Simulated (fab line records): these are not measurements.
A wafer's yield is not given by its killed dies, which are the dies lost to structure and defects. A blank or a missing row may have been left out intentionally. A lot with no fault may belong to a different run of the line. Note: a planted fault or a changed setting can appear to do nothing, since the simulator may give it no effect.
fab line records	flow nand-harc
[record] lots = 12	wafers = 36	last-day = 24
route steps=1159 shown A_CONTACT@923 END@1159
lots that met no fault: taken from a fault-free run of the same line
start-h: start of the lot's first displayed wafer, in hours after the record's first day	wait-h: hours elapsed since this lot's preceding step	" same as the row above	L1.1+2: a single row standing in for several wafers	- either no value or no given start	* or withheld: withheld	< > ~ a bound
route shown NAME@n: names a module that has steps shown in the file, with the first one's number in the route	usual: mean and standard deviation over wafers with no fault	same: alike in all rows	chamber/n: place in a boat	sites: per-site readings	_std_site: the standard deviation of these	_edge_site: inner sites' mean taken away from outer sites' mean	radius-mm: for every site, how far away it sits from the centre of the wafer	mask NAME#n: copy n	behind: the tool/chamber that last shaped the wafer	hold: cause of the lot's hold/its duration in hours/its outcome	device: which transistor (n, p or np) failed to switch	end of line: at the end of the route, the tests of the same wafers	a step with no rows: only its recipe	killed: not the wafer's yield, but the dies lost to structure and defects at the first sort	map: per-die view of a wafer (x killed, . not killed, _ where there is no die)
set.NAME: setting as actually run; set.NAME@STEP: the setting as run at that earlier step	model.NAME: the simulator's own value behind a step, which no gauge read
steps of the route over a sample of lots; a table a step, a row a wafer
services: the hour from which a tool's chamber was out of use, counted from the record's first day as start-h (under 0 if before that day), plus the number of hours and why
[[steps]]
[step NHARC_A_CONTACT_DEP_84]
[recipe] target-thk-a = 20000	temp-c = 400	material = aC
[usual] susceptor-temp-C = 399.99/0.25	throttle-valve-pct = 34.999/0.0089
lot.wafer	tool	chamber	start-h	wait-h	susceptor-temp-C	throttle-valve-pct
L705.2	acl-dep-03	0	379.46	-	400.16	34.997
L705.3	"	0	"	"	399.91	34.985
L705.5	"	0	"	"	399.95	34.996
L706.2	acl-dep-02	0	388.83	-	400.34	35.014
L706.3	"	0	"	"	399.96	35.010
L706.4	"	0	"	"	400.08	34.995
L709.2	acl-dep-02	0	403.90	-	-	35.000
L709.3	"	0	"	"	-	35.009
L709.6	"	0	"	"	-	35.012
L713.3	acl-dep-01	0	422.88	-	400.18	34.985
L713.5	"	0	"	"	400.12	34.996
L713.6	"	0	"	"	399.96	35.012
L716.2	acl-dep-01	0	432.78	-	400.11	34.999
L716.3	"	0	"	"	400.34	35.001
L716.4	"	0	"	"	400.16	35.006
L714.1	acl-dep-01	0	433.82	-	-	34.988
L714.5	"	0	"	"	-	35.002
L714.6	"	0	"	"	-	35.010
L718.1	acl-dep-02	0	450.91	-	-	34.995
L718.4	"	0	"	"	-	35.009
L718.5	"	0	"	"	-	35.008
L719.2	acl-dep-01	0	460.30	-	-	34.998
L719.3	"	0	"	"	-	35.001
L719.4	"	0	"	"	-	34.999
L720.3	acl-dep-03	0	461.40	-	-	35.008
L720.4	"	0	"	"	-	35.024
L720.5	"	0	"	"	-	35.003
L721.1	acl-dep-03	0	478.24	-	400.18	34.997
L721.5	"	0	"	"	400.02	34.996
L721.6	"	0	"	"	399.46	34.988
L726.1	acl-dep-01	0	501.21	-	-	34.993
L726.2	"	0	"	"	-	34.970
L726.4	"	0	"	"	-	34.976
L728.3	acl-dep-03	0	516.06	-	400.16	34.995
L728.5	"	0	"	"	399.89	35.000
L728.6	"	0	"	"	400.20	34.990
[step NHARC_A_CONTACT_ETCH_89]
[recipe] target-depth-a = 2600	over-etch-frac = 0.3	time-s = 475.3	ion-energy-ev = 200	n2-flow-sccm = 150	h2-flow-sccm = 150	ar-flow-sccm = 0	rf-w = 400	bias-w = 150	chemistry = N2/H2
[usual] bias-w = 150.0/0.43	chamber-pressure-mTorr = 30.000/0.027	drypump-motor-current-A = 5.7/0.52	oes-product-au = 0.998/0.01	rf-vpp-V = 430.0/2.6	showerhead-plenum-p-Torr = 2.02/0.087	throttle-valve-pct = 14.172/0.0086
lot.wafer	tool	chamber	start-h	wait-h	bias-w	chamber-pressure-mTorr	drypump-motor-current-A	oes-product-au	rf-hours-counter-h	rf-vpp-V	showerhead-plenum-p-Torr	throttle-valve-pct
L705.3	rie-diel-07	0	381.77	-	149.7	29.921	5.3	1.004	53	430.4	1.99	14.189
L705.2	"	3	"	"	150.3	30.050	5.7	1.009	54	435.0	2.20	14.179
L705.5	"	0	"	"	150.6	30.004	5.3	0.996	-	428.6	1.99	14.170
L706.4	rie-diel-08	3	390.96	-	149.9	29.996	5.2	0.996	16	426.8	1.93	14.156
L706.2	"	0	"	"	150.2	30.018	5.6	1.014	18	431.3	2.05	14.167
L706.3	"	1	"	"	149.9	30.035	6.5	0.988	18	429.8	1.97	14.174
L709.2	rie-diel-08	0	405.96	-	150.2	29.989	5.6	1.013	22	430.6	2.05	14.159
L709.3	"	1	"	"	149.6	30.007	6.5	1.010	21	428.8	1.97	14.169
L709.6	"	2	"	"	150.2	29.982	6.1	1.002	-	429.8	2.02	14.179
L713.3	rie-diel-08	3	424.92	-	150.3	29.965	5.2	0.990	24	427.5	1.92	14.166
L713.6	"	2	"	"	150.4	29.992	6.1	1.002	-	429.9	2.02	14.175
L713.5	"	3	"	"	150.2	29.962	5.2	0.992	-	426.7	1.92	14.185
L716.2	rie-diel-08	2	434.83	-	151.1	30.003	6.0	1.012	26	428.5	2.02	14.168
L716.3	"	3	"	"	150.2	29.958	5.2	0.985	26	427.4	1.92	14.161
L716.4	"	1	"	"	150.1	29.979	6.5	1.011	28	429.4	1.97	14.166
L714.1	rie-diel-07	3	436.27	-	149.5	30.045	5.7	0.991	8	433.4	2.19	14.185
L714.5	"	1	"	"	149.7	30.011	6.1	0.991	-	426.2	1.89	14.165
L714.6	"	2	"	"	149.8	29.997	4.9	0.996	-	429.5	2.02	14.171
L718.1	rie-diel-05	1	453.32	-	150.2	29.997	6.1	1.000	38	429.6	2.03	14.180
L718.4	"	2	"	"	149.1	30.003	6.3	0.988	39	434.0	2.18	14.185
L718.5	"	0	"	"	149.7	30.007	5.3	0.993	-	434.0	2.16	14.158
L719.3	rie-diel-08	0	462.54	-	-	-	-	-	-	-	-	-
L719.2	"	1	"	"	-	-	-	-	-	-	-	-
L719.4	"	3	"	"	-	-	-	-	-	-	-	-
L720.3	rie-diel-07	1	463.87	-	-	-	-	-	-	-	-	-
L720.4	"	2	"	"	-	-	-	-	-	-	-	-
L720.5	"	2	"	"	-	-	-	-	-	-	-	-
L721.1	rie-diel-05	1	480.58	-	149.7	29.954	6.1	0.996	51	430.9	2.03	14.187
L721.6	"	3	"	"	150.0	30.011	5.0	0.992	-	432.4	2.10	14.187
L721.5	"	0	"	"	150.2	29.960	5.3	1.004	-	433.4	2.15	14.184
L726.2	rie-diel-07	1	503.60	-	150.9	29.954	6.1	0.985	31	427.4	1.89	14.178
L726.4	"	2	"	"	149.2	30.038	4.9	0.994	32	429.7	2.01	14.167
L726.1	"	3	"	"	149.7	30.011	5.6	0.985	32	435.1	2.18	14.182
L728.3	rie-diel-07	1	518.17	-	149.9	29.965	6.1	0.990	36	425.5	1.88	14.170
L728.6	"	0	"	"	150.3	30.012	5.3	0.990	-	428.7	1.97	14.175
L728.5	"	1	"	"	150.1	30.066	6.1	0.999	-	424.2	1.88	14.165
[step NHARC_A_CONTACT_ETCH_135]
[recipe] source-w = withheld	pressure-mtorr = 20	bias-v = 3000	time-s = 132	target-depth-a = 12870	ar-flow-sccm = withheld	c4f8-flow-sccm = withheld	o2-flow-sccm = withheld	chemistry = C4F8/O2/Ar
[usual] chamber-pressure-mTorr = 19.998/0.02	oes-air-line-au = 1.002/0.021
lot.wafer	tool	chamber	start-h	wait-h	chamber-pressure-mTorr	oes-air-line-au	rf-hours-counter-h
L705.2	har-cap-etch-03	0	382.84	0.2	20.012	0.974	80
L705.3	"	1	"	"	19.992	1.031	-
L705.5	"	0	"	"	19.982	1.035	-
L706.2	har-cap-etch-02	0	391.99	0.2	19.988	1.009	15
L706.3	"	1	"	"	20.018	1.001	-
L706.4	"	0	"	"	20.003	0.965	-
L709.2	har-cap-etch-01	0	406.92	0.2	20.015	1.030	62
L709.3	"	0	"	"	19.988	0.990	-
L709.6	"	1	"	"	19.970	1.011	-
L713.3	har-cap-etch-01	1	425.97	0.1	19.979	1.004	-
L713.5	"	1	"	"	19.988	0.973	-
L713.6	"	0	"	"	19.979	1.010	-
L716.2	har-cap-etch-01	0	435.85	0.2	19.986	0.986	67
L716.4	"	0	"	"	19.995	1.044	-
L716.3	"	1	"	"	19.971	0.999	-
L714.1	har-cap-etch-03	1	437.24	0.2	20.053	1.000	91
L714.6	"	0	"	"	19.990	1.034	-
L714.5	"	1	"	"	19.965	1.004	-
L718.1	har-cap-etch-03	1	454.29	0.2	19.967	1.008	95
L718.4	"	0	"	"	19.982	1.002	-
L718.5	"	0	"	"	20.025	0.983	-
L719.2	har-cap-etch-03	0	463.55	0.2	20.025	0.984	95
L719.3	"	0	"	"	19.993	1.007	-
L719.4	"	1	"	"	19.984	0.983	-
L720.3	har-cap-etch-02	0	464.93	0.1	20.003	0.978	-
L720.4	"	1	"	"	20.028	0.978	-
L720.5	"	0	"	"	20.022	0.987	-
L721.1	har-cap-etch-01	1	481.56	0.2	19.970	0.983	76
L721.5	"	0	"	"	20.003	0.984	-
L721.6	"	1	"	"	20.012	1.021	-
L726.2	har-cap-etch-01	0	504.63	0.2	20.003	0.991	80
L726.1	"	1	"	"	19.980	1.023	80
L726.4	"	0	"	"	20.000	0.995	-
L728.3	har-cap-etch-01	0	519.28	0.1	19.970	1.018	-
L728.6	"	1	"	"	19.995	0.976	-
L728.5	"	0	"	"	19.987	1.090	-
[step NHARC_A_CONTACT_ETCH_138]
[recipe] source-w = withheld	pressure-mtorr = 20	bias-v = 3000	time-s = 132	target-depth-a = 12890	ar-flow-sccm = withheld	c4f8-flow-sccm = withheld	o2-flow-sccm = withheld	chemistry = C4F8/O2/Ar
[usual] chamber-pressure-mTorr = 19.997/0.018	oes-air-line-au = 0.999/0.019
lot.wafer	tool	chamber	start-h	wait-h	chamber-pressure-mTorr	oes-air-line-au	rf-hours-counter-h
L705.2	har-cap-etch-03	0	383.21	0.1	19.993	1.036	81
L705.3	"	1	"	"	19.998	1.046	-
L705.5	"	0	"	"	20.024	0.990	-
L706.2	har-cap-etch-02	0	392.36	0.1	19.996	0.994	15
L706.3	"	1	"	"	19.984	1.030	-
L706.4	"	0	"	"	20.011	0.999	-
L709.2	har-cap-etch-01	0	407.29	0.1	19.985	0.991	63
L709.3	"	0	"	"	20.018	0.983	-
L709.6	"	1	"	"	20.004	1.005	-
L713.3	har-cap-etch-01	1	426.34	0.1	19.988	0.992	-
L713.5	"	1	"	"	20.017	0.980	-
L713.6	"	0	"	"	20.009	1.009	-
L716.2	har-cap-etch-01	0	436.22	0.1	20.023	1.000	67
L716.4	"	0	"	"	20.033	1.022	-
L716.3	"	1	"	"	19.992	0.995	-
L714.1	har-cap-etch-03	1	437.61	0.1	19.987	1.003	91
L714.6	"	0	"	"	20.023	0.972	-
L714.5	"	1	"	"	19.990	0.990	-
L718.1	har-cap-etch-03	1	454.66	0.1	19.987	1.007	95
L718.4	"	0	"	"	19.990	1.039	-
L718.5	"	0	"	"	19.993	0.990	-
L719.2	har-cap-etch-03	0	463.92	0.1	20.001	0.977	96
L719.3	"	0	"	"	20.017	0.984	-
L719.4	"	1	"	"	19.992	0.985	-
L720.3	har-cap-etch-02	0	465.30	0.1	19.973	0.995	-
L720.4	"	1	"	"	19.991	1.018	-
L720.5	"	0	"	"	20.002	0.983	-
L721.1	har-cap-etch-01	1	481.93	0.1	19.999	1.005	76
L721.5	"	0	"	"	19.969	0.988	-
L721.6	"	1	"	"	19.988	1.016	-
L726.2	har-cap-etch-01	0	505.00	0.1	20.015	0.986	81
L726.1	"	1	"	"	19.997	0.975	81
L726.4	"	0	"	"	20.002	0.992	-
L728.3	har-cap-etch-01	0	519.77	0.1	19.999	1.000	-
L728.6	"	1	"	"	19.978	0.976	-
L728.5	"	0	"	"	20.006	0.994	-
[step NHARC_END_SORT_01]
[recipe] temp-c = 25
[usual] killed-at-array = 27/12	killed-at-other = 0.8/1	killed-at-periphery = 4.0/2.5	killed-dies = 32/11	killed-open = 3.3/1.8	killed-short = 2.0/1.5
[same] gross-dies = 677
lot.wafer	tool	chamber	start-h	wait-h	killed-at-array	killed-at-other	killed-at-periphery	killed-dies	killed-open	killed-short
L719.2	prober-02	0	513.64	2.9	671	1	5	677	4	3
L719.3	prober-02	0	514.45	3.2	673	0	4	677	4	4
L719.4	prober-02	0	515.26	3.5	670	0	7	677	1	4
L721.1	prober-02	0	533.11	2.5	17	1	5	23	5	0
L721.5	prober-02	0	536.35	3.7	13	1	12	26	4	5
L721.6	prober-02	0	537.16	4.1	12	0	4	16	3	1
L720.3	prober-01	0	534.68	3.1	672	3	2	677	5	1
L720.4	prober-01	0	535.49	3.4	673	1	3	677	3	4
L720.5	prober-01	0	536.29	3.7	674	1	2	677	2	1
// killed by level:class
L719.2 A_CONTACT:area-etch=631 A_SLIT:chamber-film-flake=14 A_CHANNEL_HOLE_D1:chamber-film-flake=14 P_M0:chamber-film-flake=2 A_CHANNEL_FILL_D1:chamber-film-flake=2 A_STAIRCASE:chamber-film-flake=2 A_WL_FILL:chamber-film-flake=2 A_CONTACT:chamber-film-flake=2
L719.3 A_CONTACT:area-etch=627 A_CHANNEL_HOLE_D1:chamber-film-flake=18 A_SLIT:chamber-film-flake=9 A_CONTACT:chamber-film-flake=5 A_STAIRCASE:chamber-film-flake=4 P_M0:chamber-film-flake=2 A_WL_FILL:chamber-film-flake=2 P_STI:geometric-particle:short=1
L719.4 A_CONTACT:area-etch=638 A_CHANNEL_HOLE_D1:chamber-film-flake=14 A_SLIT:chamber-film-flake=7 P_M0:chamber-film-flake=3 A_STAIRCASE:chamber-film-flake=3 A_WL_FILL:chamber-film-flake=3 P_GATE:geometric-particle:short=1 P_M1:geometric-particle:short=1
L721.1 A_CHANNEL_HOLE_D1:chamber-film-flake=6 A_CONTACT:chamber-film-flake=5 A_CONTACT:geometric-particle:open=3 P_ZERO_WELL:chamber-film-flake=2 P_GATE:chamber-film-flake=2 P_CONTACT:geometric-particle:open=1 A_WL_FILL:geometric-particle:open=1 A_STAIRCASE:chamber-film-flake=1
L720.3 A_CONTACT:area-etch=653 A_CHANNEL_HOLE_D1:chamber-film-flake=6 A_CHANNEL_FILL_D1:chamber-film-flake=4 A_BLC:geometric-particle:open=2 A_SLIT:chamber-film-flake=2 THIN_TSV:chamber-film-flake=2 A_CHANNEL_FILL_D1:geometric-particle:open=1 A_WL_FILL:geometric-particle:short=1
L720.4 A_CONTACT:area-etch=652 A_CHANNEL_HOLE_D1:chamber-film-flake=5 A_CHANNEL_FILL_D1:chamber-film-flake=5 A_WL_FILL:geometric-particle:short=3 A_STAIRCASE:chamber-film-flake=3 P_M0:chamber-film-flake=2 P_M0:geometric-particle:short=1 A_ONON_D1:geometric-particle:open=1
L720.5 A_CONTACT:area-etch=657 A_CHANNEL_HOLE_D1:chamber-film-flake=7 A_SLIT:chamber-film-flake=6 A_STAIRCASE:chamber-film-flake=3 P_GATE:geometric-particle:open=1 P_GATE:geometric-particle:short=1 A_CONTACT:geometric-particle:open=1 THIN_TSV:chamber-film-flake=1
L721.5 A_CHANNEL_HOLE_D1:chamber-film-flake=6 P_M0:chamber-film-flake=5 P_CONTACT:geometric-particle:open=2 A_STAIRCASE:geometric-particle:short=2 P_ZERO_WELL:chamber-film-flake=2 A_WL_FILL:chamber-film-flake=2 P_GATE:geometric-particle:short=1 P_M0:geometric-particle:short=1
L721.6 A_CHANNEL_HOLE_D1:chamber-film-flake=5 A_CONTACT:chamber-film-flake=3 P_CONTACT:geometric-particle:open=2 A_WL_FILL:chamber-film-flake=2 P_GATE:geometric-particle:short=1 A_CONTACT:geometric-particle:open=1 P_ZERO_WELL:chamber-film-flake=1 A_STAIRCASE:chamber-film-flake=1
[[services]]
tool	chamber	start-h	hours	kind
rie-diel-08	0	360.04	-	clean
rie-diel-08	1	360.04	-	clean
rie-diel-08	2	360.04	-	clean
rie-diel-08	3	360.04	-	clean
rie-diel-07	0	360.43	-	clean
rie-diel-07	1	360.43	-	clean
rie-diel-07	2	360.43	-	clean
rie-diel-07	3	360.43	-	clean
har-cap-etch-02	-	368.56	0.1	repair
rie-diel-08	3	375.86	2.3	repair
rie-diel-08	0	384.60	-	clean
rie-diel-08	1	384.60	-	clean
rie-diel-08	2	384.60	-	clean
rie-diel-08	3	384.60	-	clean
rie-diel-07	0	384.94	-	clean
rie-diel-05	0	394.89	4.7	repair
rie-diel-07	3	395.32	2.2	repair
rie-diel-07	-	405.70	9.0	pm
acl-dep-03	-	405.73	13.0	pm
acl-dep-01	-	474.66	13.0	pm
rie-diel-07	-	477.77	0.5	repair
rie-diel-08	-	478.80	9.0	pm
rie-diel-08	0	511.88	5.2	repair
rie-diel-05	-	517.63	9.0	pm
[[key]]
[first-sign] step = NHARC_A_CONTACT_ETCH_89	reading = tool-record	direction = missing
[effect] step = NHARC_END_SORT_01	reading = killed-dies	direction = up	sigmas = 58	usual = 32	struck = 677
[more-kills-born-at] NHARC_A_CONTACT_ETCH_89@rie-diel-07 = 1962	NHARC_A_CONTACT_ETCH_89@rie-diel-08 = 1896
met-at NHARC_A_CONTACT_ETCH_89
struck-lots L719,L720
later-rows-left-out L719.2,L719.3,L719.4,L720.3,L720.4,L720.5
tester-left-out L719,L720
not-acting-at NHARC_A_CONTACT_DEP_84,NHARC_A_CONTACT_ETCH_135,NHARC_A_CONTACT_ETCH_138
onset-between 436.27 462.54
[fault] kind = skipped-step-whole	tool = rie-diel-07,rie-diel-08	chamber = -	onset-h = 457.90	steps = NHARC_A_CONTACT_ETCH_89	scope = struck-lots-only
// tester-left-out: of these lots the tester's yield and bins aren't shown, on N5 and GAA mostly nor the transistor test; their killed dies are dies lost to structure and defects alone, not to doping, threshold or leakage, so they don't give the yield
// later-rows-left-out: the simulator's readings of these wafers behind a module that went badly wrong aren't trusted and aren't shown, but for the sort
